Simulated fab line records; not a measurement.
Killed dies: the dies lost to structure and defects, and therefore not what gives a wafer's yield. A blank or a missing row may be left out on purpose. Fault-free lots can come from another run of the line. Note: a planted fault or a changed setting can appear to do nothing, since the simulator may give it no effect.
Split-lot trial :: flow n5-finfet :: on a route of 1938 steps: 7 lots, 39 wafers read

== THE SPLIT ==
At N5_BEOL_M8_DEVELOP_10 (develop time 30 s), the setting develop-time-s was moved away from the recipe's 30 s on 15 of the 39 wafers read, by -43.6% to +32.6%. For the rest of the wafers, this setting stayed at what the recipe calls for.

== FROM THE SPLIT TO THE READING: what the file shows between them, 13 steps ==
- N5_BEOL_M8_CD_MEAS_11: target cd 38.5 nm
- N5_BEOL_M8_DESCUM_16: chemistry O2, time 7.9 s
- N5_BEOL_M8_ETCH_61: etches SiARC in CF4, target depth 45.5 nm, time 75.8 s
- N5_BEOL_M8_ETCH_62: etches SOC in N2/H2, target depth 110 nm, overetch 22 nm, time 165 s
- N5_BEOL_M8_STRIP_68: strips in N2/H2
- N5_BEOL_M8_STRIP_67: strips in CF4
- N5_BEOL_M8_HM_OPEN_17: chemistry Cl2/BCl3, target TiN, target depth 20 nm, overetch 6 nm
- N5_BEOL_M8_STRIP_19: strips in O2
- N5_BEOL_M8_CD_MEAS_18: pitch 80 nm, target cd 40 nm
- N5_BEOL_M8_COAT_63: time 60 s, resist thk 60 nm
- N5_BEOL_M8_COAT_64: time 60 s, resist thk 12 nm
- N5_BEOL_M8_PRECLEAN_42: cleans in residue remover, time 60 s
- N5_BEOL_M8_SRD_43: time 30 s

== THE READING ==
cd-nm (nm) at N5_BEOL_M8_CD_MEAS_35, where the cd target is 40 nm. On this fab line, fault-free wafers typically give 40.0 nm with a standard deviation of 0.47 nm.

wafer: L076.1
tool, chamber at the split: litho-track-03, 0
develop-time-s as run, s: 30
against the recipe: recipe
cd-nm, nm: 40.0
against lot-mates on the recipe: -

wafer: L076.2
tool, chamber at the split: litho-track-03, 0
develop-time-s as run, s: 30
against the recipe: recipe
cd-nm, nm: 40.1
against lot-mates on the recipe: -

wafer: L076.3
tool, chamber at the split: litho-track-03, 0
develop-time-s as run, s: 30
against the recipe: recipe
cd-nm, nm: 40.0
against lot-mates on the recipe: -

wafer: L076.4
tool, chamber at the split: litho-track-03, 0
develop-time-s as run, s: 18.79
against the recipe: -37.4%
cd-nm, nm: 38.8
against lot-mates on the recipe: -1.2

wafer: L076.5
tool, chamber at the split: litho-track-03, 0
develop-time-s as run, s: 18.79
against the recipe: -37.4%
cd-nm, nm: 38.1
against lot-mates on the recipe: -1.9

wafer: L076.6
tool, chamber at the split: litho-track-03, 0
develop-time-s as run, s: 18.79
against the recipe: -37.4%
cd-nm, nm: 37.8
against lot-mates on the recipe: -2.2

wafer: L077.1
tool, chamber at the split: litho-track-01, 0
develop-time-s as run, s: 30
against the recipe: recipe
cd-nm, nm: 40.7
against lot-mates on the recipe: -

wafer: L077.2
tool, chamber at the split: litho-track-01, 0
develop-time-s as run, s: 30
against the recipe: recipe
cd-nm, nm: 40.0
against lot-mates on the recipe: -

wafer: L077.3
tool, chamber at the split: litho-track-01, 0
develop-time-s as run, s: 21.35
against the recipe: -28.8%
cd-nm, nm: 38.8
against lot-mates on the recipe: -1.7

wafer: L077.4
tool, chamber at the split: litho-track-01, 0
develop-time-s as run, s: 30
against the recipe: recipe
cd-nm, nm: 40.8
against lot-mates on the recipe: -

wafer: L077.5
tool, chamber at the split: litho-track-01, 0
develop-time-s as run, s: 21.35
against the recipe: -28.8%
cd-nm, nm: 39.5
against lot-mates on the recipe: -1.0

wafer: L077.6
tool, chamber at the split: litho-track-01, 0
develop-time-s as run, s: 21.35
against the recipe: -28.8%
cd-nm, nm: 38.4
against lot-mates on the recipe: -2.1

wafer: L080.1
tool, chamber at the split: litho-track-04, 0
develop-time-s as run, s: 30
against the recipe: recipe
cd-nm, nm: 39.8
against lot-mates on the recipe: -

wafer: L080.2
tool, chamber at the split: litho-track-04, 0
develop-time-s as run, s: 20.93
against the recipe: -30.2%
cd-nm, nm: 37.9
against lot-mates on the recipe: -1.8

wafer: L080.3
tool, chamber at the split: litho-track-04, 0
develop-time-s as run, s: 20.93
against the recipe: -30.2%
cd-nm, nm: 38.0
against lot-mates on the recipe: -1.7

wafer: L080.4
tool, chamber at the split: litho-track-04, 0
develop-time-s as run, s: 20.93
against the recipe: -30.2%
cd-nm, nm: 38.3
against lot-mates on the recipe: -1.4

wafer: L080.5
tool, chamber at the split: litho-track-04, 0
develop-time-s as run, s: 30
against the recipe: recipe
cd-nm, nm: 39.8
against lot-mates on the recipe: -

wafer: L080.6
tool, chamber at the split: litho-track-04, 0
develop-time-s as run, s: 30
against the recipe: recipe
cd-nm, nm: 39.6
against lot-mates on the recipe: -

wafer: L079.2
tool, chamber at the split: litho-track-03, 0
develop-time-s as run, s: 30
against the recipe: recipe
cd-nm, nm: 39.5
against lot-mates on the recipe: -

wafer: L079.3
tool, chamber at the split: litho-track-03, 0
develop-time-s as run, s: 30
against the recipe: recipe
cd-nm, nm: 40.1
against lot-mates on the recipe: -

wafer: L079.5
tool, chamber at the split: litho-track-03, 0
develop-time-s as run, s: 30
against the recipe: recipe
cd-nm, nm: 40.0
against lot-mates on the recipe: -

wafer: L082.1
tool, chamber at the split: litho-track-01, 0
develop-time-s as run, s: 30
against the recipe: recipe
cd-nm, nm: 40.0
against lot-mates on the recipe: -

wafer: L082.2
tool, chamber at the split: litho-track-01, 0
develop-time-s as run, s: 30
against the recipe: recipe
cd-nm, nm: 40.5
against lot-mates on the recipe: -

wafer: L082.3
tool, chamber at the split: litho-track-01, 0
develop-time-s as run, s: 39.78
against the recipe: +32.6%
cd-nm, nm: 40.1
against lot-mates on the recipe: -0.2

wafer: L082.4
tool, chamber at the split: litho-track-01, 0
develop-time-s as run, s: 39.78
against the recipe: +32.6%
cd-nm, nm: 41.7
against lot-mates on the recipe: +1.4

wafer: L082.5
tool, chamber at the split: litho-track-01, 0
develop-time-s as run, s: 39.78
against the recipe: +32.6%
cd-nm, nm: 41.4
against lot-mates on the recipe: +1.1

wafer: L082.6
tool, chamber at the split: litho-track-01, 0
develop-time-s as run, s: 30
against the recipe: recipe
cd-nm, nm: 40.5
against lot-mates on the recipe: -

wafer: L083.1
tool, chamber at the split: litho-track-01, 0
develop-time-s as run, s: 30
against the recipe: recipe
cd-nm, nm: 40.0
against lot-mates on the recipe: -

wafer: L083.2
tool, chamber at the split: litho-track-01, 0
develop-time-s as run, s: 30
against the recipe: recipe
cd-nm, nm: 39.3
against lot-mates on the recipe: -

wafer: L083.3
tool, chamber at the split: litho-track-01, 0
develop-time-s as run, s: 16.92
against the recipe: -43.6%
cd-nm, nm: 38.5
against lot-mates on the recipe: -1.1

wafer: L083.4
tool, chamber at the split: litho-track-01, 0
develop-time-s as run, s: 16.92
against the recipe: -43.6%
cd-nm, nm: 37.9
against lot-mates on the recipe: -1.7

wafer: L083.5
tool, chamber at the split: litho-track-01, 0
develop-time-s as run, s: 30
against the recipe: recipe
cd-nm, nm: 39.5
against lot-mates on the recipe: -

wafer: L083.6
tool, chamber at the split: litho-track-01, 0
develop-time-s as run, s: 16.92
against the recipe: -43.6%
cd-nm, nm: 37.1
against lot-mates on the recipe: -2.5

wafer: L097.1
tool, chamber at the split: litho-track-04, 0
develop-time-s as run, s: 30
against the recipe: recipe
cd-nm, nm: 40.3
against lot-mates on the recipe: -

wafer: L097.2
tool, chamber at the split: litho-track-04, 0
develop-time-s as run, s: 30
against the recipe: recipe
cd-nm, nm: 40.8
against lot-mates on the recipe: -

wafer: L097.3
tool, chamber at the split: litho-track-04, 0
develop-time-s as run, s: 30
against the recipe: recipe
cd-nm, nm: 40.5
against lot-mates on the recipe: -

wafer: L097.4
tool, chamber at the split: litho-track-04, 0
develop-time-s as run, s: 30
against the recipe: recipe
cd-nm, nm: 40.6
against lot-mates on the recipe: -

wafer: L097.5
tool, chamber at the split: litho-track-04, 0
develop-time-s as run, s: 30
against the recipe: recipe
cd-nm, nm: 40.0
against lot-mates on the recipe: -

wafer: L097.6
tool, chamber at the split: litho-track-04, 0
develop-time-s as run, s: 30
against the recipe: recipe
cd-nm, nm: 41.0
against lot-mates on the recipe: -

FIT RESULTS
A straight line over all 39 wafers: cd-nm changes by +0.0472 nm for each +1% of develop-time-s; r = +0.88; the points scatter about the line by 0.53 nm.
The same after taking each lot's own level away (the mean of its wafers on the recipe; 39 wafers): +0.0411 nm for each +1%; r = +0.89; scatter 0.44 nm.
Per that fit: largest develop-time-s move, reading shift of 1.8 nm.
Across the lots, their own levels run from 39.60 to 40.53 nm, a range of 2.0 times the standard deviation given above.
Hence the slope depends on the lot-to-lot level, as the two fits are not the same.
Check: -2.02 nm against its lot-mates is what the line predicts for one of the wafers moved furthest among these (-43.6%) when that wafer is left out of the fit. Against them it came out at -1.1 nm.

== OTHER SPLITS ON THESE WAFERS ==
Before the reading, these wafers also passed through other splits. Each is held against what the fit with the lots' levels taken away leaves over:
other split on the same wafers: N5_BEOL_M5_ILD_DEP_00 time-s
wafers away from the commonest value: 12
r with cd-nm (lot level and that fit taken away): +0.16

other split on the same wafers: N5_BEOL_M6_HM_DEP_02 target-thk-a
wafers away from the commonest value: 6
r with cd-nm (lot level and that fit taken away): +0.21

== THE WHOLE CHAIN: every reading that the file lists as answering this split, in the file's order ==
step: N5_BEOL_M8_CD_MEAS_11
what it does: target cd 38.5 nm
reading: cd-nm
change (the file's fit): +0.0498 nm for each +1% of the setting
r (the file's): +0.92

step: N5_BEOL_M8_ETCH_61
what it does: etches SiARC in CF4, target depth 45.5 nm, time 75.8 s
reading: BEOL_M8.cd-offset-nm (the simulator's own value, which no gauge read)
change (the file's fit): +0.0481 nm for each +1% of the setting
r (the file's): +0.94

step: N5_BEOL_M8_ETCH_62
what it does: etches SOC in N2/H2, target depth 110 nm, overetch 22 nm, time 165 s
reading: BEOL_M8.cd-offset-nm (the simulator's own value, which no gauge read)
change (the file's fit): +0.0493 nm for each +1% of the setting
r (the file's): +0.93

step: N5_BEOL_M8_CD_MEAS_18
what it does: pitch 80 nm, target cd 40 nm
reading: cd-nm
change (the file's fit): +0.0477 nm for each +1% of the setting
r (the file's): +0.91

step: N5_BEOL_M8_CD_MEAS_35
what it does: target cd 40 nm
reading: cd-nm
change (the file's fit): +0.0434 nm for each +1% of the setting
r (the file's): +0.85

== FILE'S OWN FIT ==
cd-nm changes by +0.0434 nm for each +1% of develop-time-s, r = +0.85.
